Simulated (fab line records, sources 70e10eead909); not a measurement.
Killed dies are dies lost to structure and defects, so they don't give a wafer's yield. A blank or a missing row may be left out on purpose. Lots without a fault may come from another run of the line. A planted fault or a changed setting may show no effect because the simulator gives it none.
Which tool did it? | flow nand_harc | 13 lots, 39 wafers sampled, at 5 steps of a route of 1159

WHAT THE GAUGES READ, wafer by wafer
NHARC_P_GATE_CD_MEAS_59: target cd 720 nm. Usual: cd_nm 720.0 nm, standard deviation 2.2.
lot  | measured     | on        | cd_nm (nm)        | flag
L575 | day 5 15:33  | cd_sem-01 | 723.4 721.6 722.5 |
L576 | day 5 15:53  | cd_sem-01 | 720.1 719.6 720.2 |
L578 | day 6 04:41  | cd_sem-02 | 716.3 718.6 714.7 |
L580 | day 6 12:20  | cd_sem-03 | 721.5 724.8 719.6 |
L582 | day 7 03:22  | cd_sem-02 | 721.0 720.9 719.1 |
L583 | day 7 09:01  | cd_sem-01 | 719.3 720.1 719.9 |
L584 | day 7 12:11  | cd_sem-01 | 718.1 718.0 718.3 |
L589 | day 8 10:23  | cd_sem-02 | 719.9 717.0 719.0 |
L588 | day 8 12:03  | cd_sem-02 | 721.3 721.8 717.6 |
L593 | day 10 02:27 | cd_sem-02 | 717.7 717.4 722.0 |
L596 | day 10 15:39 | cd_sem-02 | 718.9 717.9 715.6 |
L597 | day 10 15:50 | cd_sem-02 | 716.5 718.4 720.0 |
L598 | day 10 22:34 | cd_sem-03 | 723.6 721.4 719.4 |

NHARC_END_SORT_01. Usual: killed_at_array 29, standard deviation 10; killed_at_other 0.7, standard deviation 1; killed_at_periphery 3.7, standard deviation 2.6; killed_dies 33, standard deviation 10; killed_open 3.4, standard deviation 1.8; killed_short 1.8, standard deviation 1.3.
lot  | measured     | on        | killed_at_array | killed_at_other | killed_at_periphery | killed_dies | killed_open | killed_short | flag
L589 | day 23 07:53 | prober-02 | 42 42 41        | 0 0 0           | 3 3 2               | 45 45 43    | 2 2 3       | 3 3 2        |
L588 | day 22 02:39 | prober-01 | 31 16 31        | 0 1 1           | 11 4 7              | 42 21 39    | 5 4 3       | 3 1 4        |

WHICH TOOL RAN EACH LOT (tool, then ch and the chambers of the sampled wafers, then the start)
lot  | NHARC_P_CONTACT_PVD_32       | NHARC_P_M0_ETCH_15                            | NHARC_P_M0_STRIP_18
L575 | pvd_sputter-03, day 6 01:10  | rie_diel-04 ch 0,2, day 6 10:28 or earlier    | rie_diel-06 ch 1,2, day 6 10:28
L576 | pvd_sputter-01, day 6 00:34  | rie_diel-06 ch 2,3, day 6 08:26 or earlier    | rie_diel-07 ch 0,2, day 6 08:26
L578 | pvd_sputter-01, day 6 13:05  | rie_diel-07 ch 0,2,3, day 6 21:50 or earlier  | rie_diel-04 ch 0,1,3, day 6 21:50
L580 | pvd_sputter-03, day 6 20:32  | rie_diel-04 ch 0,3, day 7 01:38 or earlier    | rie_diel-07 ch 0,1, day 7 01:38
L582 | pvd_sputter-03, day 7 11:49  | rie_diel-07 ch 0,1,3, day 7 15:29 or earlier  | rie_diel-06 ch 2,3, day 7 15:29
L583 | pvd_sputter-02, day 7 17:34  | rie_diel-04 ch 1,3, day 8 02:28 or earlier    | rie_diel-07 ch 2,3, day 8 02:28
L584 | pvd_sputter-03, day 7 21:04  | rie_diel-06 ch 0,3, day 8 05:36 or earlier    | rie_diel-04 ch 0,2, day 8 05:36
L589 | pvd_sputter-01, day 8 18:59  | rie_diel-06 ch 0,3, day 8 21:42 or earlier    | rie_diel-04 ch 2,3, day 8 21:42
L588 | pvd_sputter-01, day 8 20:18  | rie_diel-07 ch 0,2,3, day 9 03:05 or earlier  | rie_diel-06 ch 0,1,2, day 9 03:05
L593 | pvd_sputter-03, day 10 11:13 | rie_diel-04 ch 0,2, day 10 18:56 or earlier   | rie_diel-06 ch 0,2,3, day 10 18:56
L596 | pvd_sputter-01, day 11 00:29 | rie_diel-07 ch 1,2,3, day 11 03:36 or earlier | rie_diel-04 ch 0,1, day 11 03:36
L597 | pvd_sputter-03, day 11 00:17 | rie_diel-07 ch 1,2,3, day 11 03:09 or earlier | rie_diel-07 ch 2,3, day 11 03:09
L598 | pvd_sputter-02, day 11 07:08 | rie_diel-07 ch 0,1,3, day 11 11:23 or earlier | rie_diel-07 ch 0,1,3, day 11 11:23
- NHARC_P_CONTACT_PVD_32: deposits Ti, target thk 5 nm, time 17.7 s.
- NHARC_P_M0_ETCH_15: etches the open film in C4F8/Ar, target depth 150 nm, overetch 15 nm, time 82.5 s.
- NHARC_P_M0_STRIP_18: strips in N2/H2.

WHAT THE TOOLS THEMSELVES READ (means of the sampled wafers that have a number; where no wafer has one, the mark that the record gives instead)
NHARC_P_CONTACT_PVD_32. Usual: cathode_dc_power_W 5000.0 W, standard deviation 0.93; throttle_valve_pct 29.7 %, standard deviation 1.2.
lot  | tool           | cathode_dc_power_W (W) | throttle_valve_pct (%) | flag
L575 | pvd_sputter-03 | 4999.7                 | 30.4                   |
L576 | pvd_sputter-01 | 4999.5                 | 31.9                   |
L578 | pvd_sputter-01 | 5000.0                 | 31.3                   |
L580 | pvd_sputter-03 | 4998.7                 | 29.7                   |
L582 | pvd_sputter-03 | 4998.8                 | 29.8                   |
L583 | pvd_sputter-02 | 5000.1                 | 28.8                   |
L584 | pvd_sputter-03 | 5000.9                 | 29.9                   |
L589 | pvd_sputter-01 | 4999.4                 | 31.0                   |
L588 | pvd_sputter-01 | 4999.8                 | 30.4                   |
L593 | pvd_sputter-03 | 5595.3                 | 29.9                   | OFF
L596 | pvd_sputter-01 | 4999.3                 | 30.8                   |
L597 | pvd_sputter-03 | 5594.3                 | 29.9                   | OFF
L598 | pvd_sputter-02 | 4999.7                 | 29.4                   |

NHARC_P_M0_ETCH_15. Usual: oes_product_au 0.944 a.u., standard deviation 0.025; rf_vpp_V 441 V, standard deviation 3.1.
lot  | tool        | oes_product_au (a.u.) | rf_vpp_V (V) | flag
L575 | rie_diel-04 | 0.967                 | 442          |
L576 | rie_diel-06 | 0.985                 | 443          |
L578 | rie_diel-07 | 0.972                 | 437          |
L580 | rie_diel-04 | 0.917                 | 442          |
L582 | rie_diel-07 | 0.910                 | 441          |
L583 | rie_diel-04 | 0.937                 | 440          |
L584 | rie_diel-06 | 0.939                 | 441          |
L589 | rie_diel-06 | 0.975                 | 440          |
L588 | rie_diel-07 | 0.914                 | 437          |
L593 | rie_diel-04 | 0.929                 | 441          |
L596 | rie_diel-07 | 0.955                 | 439          |
L597 | rie_diel-07 | 0.968                 | 440          |
L598 | rie_diel-07 | 0.977                 | 440          |

NHARC_P_M0_STRIP_18. Usual: drypump_motor_current_A 5.72 A, standard deviation 0.3; n2_flow_sccm 149.9 sccm, standard deviation 0.47; oes_product_au 0.998 a.u., standard deviation 0.014; rf_vpp_V 90.7 V, standard deviation 0.97; showerhead_plenum_p_Torr 2.04 Torr, standard deviation 0.11; throttle_valve_pct 14.171 %, standard deviation 0.009.
lot  | tool        | drypump_motor_current_A (A) | n2_flow_sccm (sccm) | oes_product_au (a.u.) | rf_vpp_V (V) | showerhead_plenum_p_Torr (Torr) | throttle_valve_pct (%) | flag
L575 | rie_diel-06 | 5.68                        | 149.6               | 1.010                 | 91.0         | 2.12                            | 14.169                 |
L576 | rie_diel-07 | 5.66                        | 149.8               | 1.004                 | 90.1         | 1.91                            | 14.167                 |
L578 | rie_diel-04 | 5.81                        | 150.3               | 0.987                 | 91.1         | 2.07                            | 14.174                 |
L580 | rie_diel-07 | 5.25                        | 149.9               | 0.995                 | 91.0         | 2.11                            | 14.170                 |
L582 | rie_diel-06 | 5.70                        | 149.9               | 1.023                 | 90.2         | 2.07                            | 14.177                 |
L583 | rie_diel-07 | 5.57                        | 149.8               | 0.996                 | 89.7         | 1.92                            | 14.182                 |
L584 | rie_diel-04 | 5.94                        | 149.7               | 0.994                 | 90.9         | 2.03                            | 14.177                 |
L589 | rie_diel-04 | 6.02                        | 149.8               | 0.997                 | 90.4         | 2.02                            | 14.165                 |
L588 | rie_diel-06 | 5.89                        | 150.2               | 0.996                 | 91.0         | 2.11                            | 14.170                 |
L593 | rie_diel-06 | 5.81                        | 149.6               | 1.010                 | 91.0         | 2.12                            | 14.176                 |
L596 | rie_diel-04 | 5.73                        | 149.9               | 0.989                 | 90.7         | 2.02                            | 14.175                 |
L597 | rie_diel-07 | 5.62                        | 150.1               | 0.997                 | 90.1         | 1.92                            | 14.173                 |
L598 | rie_diel-07 | 5.43                        | 149.7               | 1.005                 | 90.1         | 2.02                            | 14.172                 |

THE ANSWER, worked out from the rows above alone
Rule: a lot is off if the mean of its wafers that have a number lies more than 3 standard deviations from the usual mean. A lot without any number at a reading at which 4 lots or more have one is off too. The other lots that the step has rows for count as sound. The gauges are gone through in route order, then the tools' own readings, and for those a lot's mean is taken as printed above. The first step at which some lot is off is used, and at that step the reading that is off furthest; a lot without a number counts as furthest.
Off: L593, L597, at NHARC_P_CONTACT_PVD_32 (cathode_dc_power_W).
A tool fits if, at that step or a process step before it, it ran every lot that is off, and no sound lot after the first of them. One fits: pvd_sputter-03 at NHARC_P_CONTACT_PVD_32. Its last sound lot is L584 (day 7 21:04), its first lot that is off L593 (day 10 11:13): a fault that began between those two fits.
The tool's own readings at NHARC_P_CONTACT_PVD_32 bear it out: on the lots that are off they differ by more than 5 times the standard deviation of the sound lots' means. cathode_dc_power_W reads 5594.8 W there against 4999.6 W on the sound lots.

WHAT THE SIMULATOR HAD PUT IN
Process parameter drift: pvd_sputter-03, from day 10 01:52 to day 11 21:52, at NHARC_P_CONTACT_PVD_32. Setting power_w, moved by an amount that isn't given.
Lots struck among those shown: L593, L597. The rule above found the same.
